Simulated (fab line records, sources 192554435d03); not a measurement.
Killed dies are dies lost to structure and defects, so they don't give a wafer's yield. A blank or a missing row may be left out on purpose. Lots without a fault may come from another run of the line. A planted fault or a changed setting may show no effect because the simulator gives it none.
A struck lot beside a sound one | flow n5_finfet | 16 steps out of a route of 1938
Sound: wafers L895.1, L895.2, L895.6. Struck: wafers L893.2, L893.3, L893.4. The cause comes at the end.
At each step with rows: each side's tool, then ch and its chambers, then its first start. Under that, the readings that differ: sound wafers | struck wafers | difference of the means | sigmas: that difference in standard deviations of wafers without a fault.
alike: readings whose means differ by less than 2 such deviations, and words and numbers that are the same on both sides. not compared: withheld readings, readings that some wafer has no value for, bounds like >300 that may hide the same value, and numbers for which the record gives no deviation and whose values overlap.
The two part at a step that has a row with sigmas, a row that says differs or no value, or rows on one side only. Numbers that don't overlap but have no deviation are shown without sigmas and don't part them. A reading that every wafer of one side lacks parts them only if that side has two wafers or more.

first, 4 steps without rows for these wafers: N5_WELL_APT_EXPOSE_22 (exposes mask PWELL, defocus 0 nm, target cd 200 nm); N5_WELL_APT_PEB_23 (peb time 90 s); N5_WELL_APT_DEVELOP_24 (develop time 45 s); N5_WELL_APT_HARDBAKE_29 (time 120 s).
N5_WELL_APT_CD_MEAS_25: target cd 200 nm.
  sound on cd_sem-03 ch 0, day 4 09:01; struck on cd_sem-02 ch 0, day 3 21:02
  alike: cd_nm
N5_WELL_APT_OVL_MEAS_26:
  sound on overlay-01 ch 0, day 4 09:02; struck on overlay-01 ch 0, day 3 21:04
  alike: PWELL_OVL
N5_WELL_APT_INSPECT_27: inspects for defects (macro).
  sound on defect_inspect-02, day 4 09:04; struck on defect_inspect-02, day 3 21:05
  alike: raw_defect_count
N5_WELL_APT_DESCUM_30: chemistry O2, time 7.9 s.
  sound on rie_diel-05 ch 0,1, day 4 09:06; struck on rie_diel-06 ch 1,2,3, day 3 21:07
  reading               | sound          | struck         | difference | sigmas
  oes_product_au (a.u.) | 1.00 0.80 0.99 | 0.77 0.75 0.70 | -0.19      | -3
  alike: drypump_motor_current_A, rf_vpp_V, showerhead_plenum_p_Torr, throttle_valve_pct
  not compared: rf_hours_counter_h
then, 3 steps without rows for these wafers: N5_WELL_APT_IMPLANT_31; N5_WELL_APT_IMPLANT_32; N5_WELL_APT_STRIP_33 (strips in SPM, time 900 s).
N5_WELL_APT_RTA_34: time 10 s.
  sound on rtp_anneal-01 ch 0, day 4 10:08; struck on rtp_anneal-01 ch 0, day 3 22:07
  alike: lamp_power_pct, wafer_temp_C_max
N5_WELL_APT_OXIDE_STRIP_42: strips SiO2 in dHF, time 45 s, target depth 12 nm.
  sound on wet_bench-03 ch 2,5,6, day 4 10:17; struck on wet_bench-03 ch 2,3,5, day 3 22:15
  no value came back on the struck wafers for bath_heat_duty_pct (%), run_length_s (s), time_s (s); on the sound wafers bath_heat_duty_pct (%) reads 5.8 7.0 5.8
  reading                                       | sound | struck          | difference | sigmas
  model.SiO2_of_ZERO_LAYER_PECVD_02.thk_nm (nm) | 0 0 0 | 9.98 9.99 10.23 | +10.07     |
then, 1 step without rows for these wafers: N5_WELL_APT_PRECLEAN_36 (cleans in O3/DIW, time 45 s).
N5_BEOL_M4_RC_MEAS_101:
  the record has rows for the sound wafers here (prober-01 ch 0, day 11 02:31) and none for the struck ones
-- the record jumps here: 10 days lie between the struck wafers' starts before and after (it left off in module BEOL_M4 and takes up again in module PASSIVATION, whose first step shown is number 1936 of the route) --
N5_PASSIVATION_PROBE_49:
  the record has rows for the struck wafers here (prober-02, day 13 18:52) and none for the sound ones

WHERE THEY PART
First at N5_WELL_APT_DESCUM_30; last, within this record, at N5_PASSIVATION_PROBE_49.

WHY: what the simulator had put in
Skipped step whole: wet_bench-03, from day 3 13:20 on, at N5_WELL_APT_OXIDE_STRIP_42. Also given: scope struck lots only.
